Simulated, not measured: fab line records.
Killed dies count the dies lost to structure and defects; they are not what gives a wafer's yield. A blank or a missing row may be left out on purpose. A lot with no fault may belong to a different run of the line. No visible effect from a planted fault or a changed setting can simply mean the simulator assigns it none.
Split-lot study | flow n5-finfet | 21 wafers read across 7 lots, on a route 1938 steps long

## ON THE SPLIT
At N5_BEOL_M13_EXPOSE_25 (exposes mask M13, target cd 210 nm), the setting dose-mj was moved away from the recipe's 22 on 3 of the 21 wafers read, by -7.5% to +5.3%. The other wafers ran this setting at the recipe's value.

## FROM THE SPLIT TO THE READING: what the file shows between them, 3 steps
- N5_BEOL_M13_PEB_26: peb time 90 s
- N5_BEOL_M13_DEVELOP_27: develop time 45 s
- N5_BEOL_M13_HARDBAKE_32: time 120 s

## THE READING
cd-nm at N5_BEOL_M13_CD_MEAS_28, given in nm (cd target 209.5 nm). On this fab line, fault-free wafers typically give 209.9 nm with a standard deviation of 1.4 nm.

wafer  | tool, chamber at the split | dose-mj as run | against the recipe | cd-nm, nm | against lot-mates on the recipe
L074.1 | krf-scanner-02, 0          | 22             | recipe             | 208.2     | -
L074.2 | krf-scanner-02, 0          | 22             | recipe             | 209.2     | -
L074.5 | krf-scanner-02, 0          | 22             | recipe             | 210.1     | -
L082.2 | krf-scanner-02, 0          | 22             | recipe             | 207.8     | -
L082.5 | krf-scanner-02, 0          | 22             | recipe             | 209.3     | -
L082.6 | krf-scanner-02, 0          | 22             | recipe             | 209.5     | -
L084.4 | krf-scanner-01, 0          | 22             | recipe             | 212.9     | -
L084.5 | krf-scanner-01, 0          | 22             | recipe             | 210.9     | -
L084.6 | krf-scanner-01, 0          | 22             | recipe             | 211.0     | -
L086.1 | krf-scanner-02, 0          | 21.42          | -2.6%              | 205.4     | -1.7
L086.4 | krf-scanner-02, 0          | 22             | recipe             | 207.6     | -
L086.5 | krf-scanner-02, 0          | 22             | recipe             | 206.6     | -
L091.1 | krf-scanner-01, 0          | 22             | recipe             | 210.8     | -
L091.4 | krf-scanner-01, 0          | 23.17          | +5.3%              | 215.7     | +4.9
L091.5 | krf-scanner-01, 0          | 22             | recipe             | 210.8     | -
L092.3 | krf-scanner-02, 0          | 22             | recipe             | 209.2     | -
L092.5 | krf-scanner-02, 0          | 20.36          | -7.5%              | 204.3     | -5.5
L092.6 | krf-scanner-02, 0          | 22             | recipe             | 210.5     | -
L093.3 | krf-scanner-01, 0          | 22             | recipe             | 211.4     | -
L093.4 | krf-scanner-01, 0          | 22             | recipe             | 210.6     | -
L093.6 | krf-scanner-01, 0          | 22             | recipe             | 209.4     | -

THE FIT
A straight line over all 21 wafers: cd-nm changes by +0.924 nm for each +1% of dose-mj; r = +0.79; the points scatter about the line by 1.6 nm.
The same after taking each lot's own level away (the mean of its wafers on the recipe; 21 wafers): +0.796 nm for each +1%; r = +0.92; scatter 0.73 nm.
That fit puts the effect of the largest move of dose-mj on the reading at 5.9 nm.
Measured against the standard deviation above, the lots' own levels, which go from 207.10 to 211.60 nm, span 3.2 times it.
So the lot-to-lot level blurs the effect unless lot-mates are compared.
Check: -6.39 nm against its lot-mates is what the line predicts for one of the wafers moved furthest among these (-7.5%) when that wafer is left out of the fit. Against them it came out at -5.55 nm.

## THE OTHER SPLITS THESE WAFERS WENT THROUGH
Other splits were also applied to these wafers ahead of the reading. Each is held against what the fit with the lots' levels taken away leaves over:
other split on the same wafers    | wafers away from the commonest value | r with cd-nm (lot level and that fit taken away)
N5_BEOL_M11_COAT_59 spin-rpm      | 6                                    | +0.04
N5_BEOL_M11_ETCH_41 time-s        | 11                                   | +0.05
N5_BEOL_M11_CURE_72 time-s        | 7                                    | +0.09
N5_BEOL_M12_CMP_49 down-force-psi | 6                                    | +0.33
N5_BEOL_M13_COAT_04 spin-rpm      | 10                                   | +0.06

## THE WHOLE CHAIN: every reading that the file lists as answering this split, in the file's order
step                   | what it does                                           | reading                                                         | change (the file's fit)               | r (the file's)
N5_BEOL_M13_CD_MEAS_28 | target cd 209.5 nm                                     | cd-nm                                                           | +0.794 nm for each +1% of the setting | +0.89
N5_BEOL_M13_DESCUM_33  | chemistry O2, time 7.9 s                               | BEOL_M13.cd-nm (the simulator's own value, which no gauge read) | +0.793 nm for each +1% of the setting | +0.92
N5_BEOL_M13_ETCH_67    | etches SiARC in CF4, target depth 143 nm, time 238.3 s | BEOL_M13.cd-nm (the simulator's own value, which no gauge read) | +0.8 nm for each +1% of the setting   | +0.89

## THE FILE'S OWN FIT
cd-nm changes by +0.794 nm for each +1% of dose-mj, r = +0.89.
